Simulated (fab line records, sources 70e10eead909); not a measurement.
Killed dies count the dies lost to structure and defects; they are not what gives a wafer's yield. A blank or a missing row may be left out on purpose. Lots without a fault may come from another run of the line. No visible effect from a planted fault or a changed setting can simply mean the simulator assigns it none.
A struck lot beside a sound one | flow nandHarc | 15 steps out of a route of 1302
Sound: the wafers L993.1, L993.4, L993.5. The struck wafers were L991.1, L991.2, L991.4. Last of all comes the cause.
Each step with rows lists, per side, the tool, then ch with its chambers, then its first start. Under that, the readings that differ: sound wafers | struck wafers | difference of the means | sigmas: that difference in standard deviations of wafers without a fault.
alike: readings whose means differ by less than 2 such deviations, and words and numbers that are the same on both sides. not compared: withheld readings, readings that some wafer has no value for, bounds like >300 that may hide the same value, and numbers for which the record gives no deviation and whose values overlap.
Wherever a step has rows on one side only, a row that says differs or no value, or a row with sigmas, the two part there. Numbers that don't overlap but have no deviation are shown without sigmas and don't part them. A reading missing from all wafers of one side parts the sides only when that side holds two or more wafers.

first, 3 steps without rows for these wafers: NHARC_A_BLC_EXPOSE_07 (exposes mask A BLC, target cd 100 nm); NHARC_A_BLC_PEB_08 (peb time 65 s); NHARC_A_BLC_DEVELOP_09 (develop time 35 s).
NHARC_A_BLC_CD_MEAS_10: target cd 100 nm.
  sound on cdSem-01 ch 0, day 29 05:59; struck on cdSem-03 ch 0, day 27 08:23
  alike: cdNm
NHARC_A_BLC_OVL_MEAS_11:
  sound: overlay-01 at day 29 06:05; struck: overlay-02 at day 27 08:29
reading         | sound       | struck         | difference | sigmas
overlayYNm (nm) | 0.9 1.6 1.0 | -1.2 -1.1 -1.5 | -2.4       | -3
  alike: overlayXNm
NHARC_A_BLC_INSPECT_12:
  sound: defectInspect-01 at day 29 06:07; struck: defectInspect-01 at day 27 08:31
  alike: rawDefectCount
NHARC_A_BLC_DESCUM_15: chemistry O2, time 3 s.
  sound on rieDiel-10 ch 0,2, day 29 06:11; struck on rieDiel-13 ch 1,2,3, day 27 08:35
  alike: drypumpMotorCurrentA, oesProductAu, rfVppV, showerheadPlenumPTorr, throttleValvePct
  not compared: rfHoursCounterH
NHARC_A_BLC_ETCH_16: etches the open film in CF4, target depth 39 nm, time 65 s.
  sound on rieDiel-10 ch 0,2,3, day 29 06:16; struck on rieDiel-13 ch 1,2,3, day 27 08:43
  alike: drypumpMotorCurrentA, oesProductAu, rfVppV, showerheadPlenumPTorr, throttleValvePct
  not compared: rfHoursCounterH
NHARC_A_BLC_ETCH_17: etches the open film in N2/H2, target depth 390 nm, time 609.38 s.
  sound: rieDiel-10 ch 0,2; struck: rieDiel-13 ch 1,2,3
  alike: drypumpMotorCurrentA, oesProductAu, rfVppV, showerheadPlenumPTorr, throttleValvePct
  not compared: rfHoursCounterH
NHARC_A_BLC_ETCH_18: etches the open film in C4F8/O2/Ar, target depth 910 nm.
  sound: rieDiel-10 ch 0,2; struck: rieDiel-13 ch 0,1,2
  alike: oesProductAu, rfVppV
  not compared: rfHoursCounterH
NHARC_A_BLC_CD_MEAS_19:
  sound: cdSem-02 at day 29 07:38; struck: cdSem-01 at day 27 09:37
  alike: cdNm
NHARC_A_BLC_STRIP_29: strips in CF4.
  sound on rieDiel-07 ch 1,2, day 29 07:43; struck on rieDiel-10 ch 0,2,3, day 27 09:41
  alike: cf4FlowSccm, drypumpMotorCurrentA, oesProductAu, rfVppV, showerheadPlenumPTorr, throttleValvePct
  not compared: rfHoursCounterH
NHARC_A_BLC_STRIP_21: strips in O2.
  sound on rieDiel-07 ch 0,1,2, day 29 07:50; struck on rieDiel-10 ch 1,2,3, day 27 09:47
  no value came back on the struck wafers for any of 7 readings (biasW (W), chamberPressureMTorr (mTorr) and others); on the sound wafers biasW (W) reads 0 0 0
  not compared: rfHoursCounterH
then, 1 step without rows for these wafers: NHARC_A_BLC_STRIP_22 (strips in post etch residue remover, time 600 s).
NHARC_END_SORT_01:
  here the record holds rows for the struck wafers (prober-01 ch 0, day 29 05:30) but none for the sound ones

== WHERE THEY PART ==
Last at NHARC_END_SORT_01 as far as this record goes, first at NHARC_A_BLC_OVL_MEAS_11.

WHY: what the simulator had put in
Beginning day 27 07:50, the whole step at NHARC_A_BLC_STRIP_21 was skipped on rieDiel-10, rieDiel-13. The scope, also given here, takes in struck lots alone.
